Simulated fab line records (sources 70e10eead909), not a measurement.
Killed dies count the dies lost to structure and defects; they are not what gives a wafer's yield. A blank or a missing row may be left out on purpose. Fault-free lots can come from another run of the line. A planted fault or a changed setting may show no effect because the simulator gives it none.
Chamber matching || flow nand-harc || NHARC_P_CONTACT_DEP_30 on pecvd-04 has 3 sister chambers
The step deposits SiNx, target thk 30 nm. 3 wafers are shown with their chamber, then 8 later ones without.

WAFERS WITH THEIR CHAMBER
{"wafer": "L533.2", "chamber": 0, "heater-power-w (W)": 716}
{"wafer": "L533.4", "chamber": 1, "heater-power-w (W)": 699}
{"wafer": "L542.1", "chamber": 2, "heater-power-w (W)": 758}

WAFERS MISSING THEIR CHAMBER
{"wafer": "L542.4", "heater-power-w (W)": 750}
{"wafer": "L542.6", "heater-power-w (W)": 694}
{"wafer": "L543.4", "heater-power-w (W)": 667}
{"wafer": "L543.5", "heater-power-w (W)": 781}
{"wafer": "L543.6", "heater-power-w (W)": 849}
{"wafer": "L547.2", "heater-power-w (W)": 635}
{"wafer": "L547.4", "heater-power-w (W)": 857}
{"wafer": "L547.6", "heater-power-w (W)": 758}

CHAMBER TAKEN BY EACH
{"wafer": "L542.4", "from the rows above": "can't be placed: 2 or 0 or 1", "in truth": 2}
{"wafer": "L542.6", "from the rows above": "can't be placed: 1 or 0 or 2", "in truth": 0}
{"wafer": "L543.4", "from the rows above": "can't be placed: 1 or 0 or 2", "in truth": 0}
{"wafer": "L543.5", "from the rows above": "can't be placed: 2 or 0 or 1", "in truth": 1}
{"wafer": "L543.6", "from the rows above": "can't be placed: 2 or 0 or 1", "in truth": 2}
{"wafer": "L547.2", "from the rows above": "can't be placed: 1 or 0 or 2", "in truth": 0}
{"wafer": "L547.4", "from the rows above": "can't be placed: 2 or 0 or 1", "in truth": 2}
{"wafer": "L547.6", "from the rows above": "can't be placed: 2 or 0 or 1", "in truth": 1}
0 of 8 placed correctly. These rows do not allow placing 8 (true chamber among the candidates in 8). Wrongly placed: 0.
How it was worked out, from the rows above alone: a wafer's distance from a chamber is the root of the sum, over the readings, of the square of ((its reading less the chamber's mean) divided by the reading's scatter). The wafer belongs to the nearest chamber; if the next one is less than 2 further off, it can't be placed. A chamber's mean is the mean of its shown wafers. The scatter: root of mean squared gap, hidden wafer to nearest shown wafer, with one shown wafer a chamber.
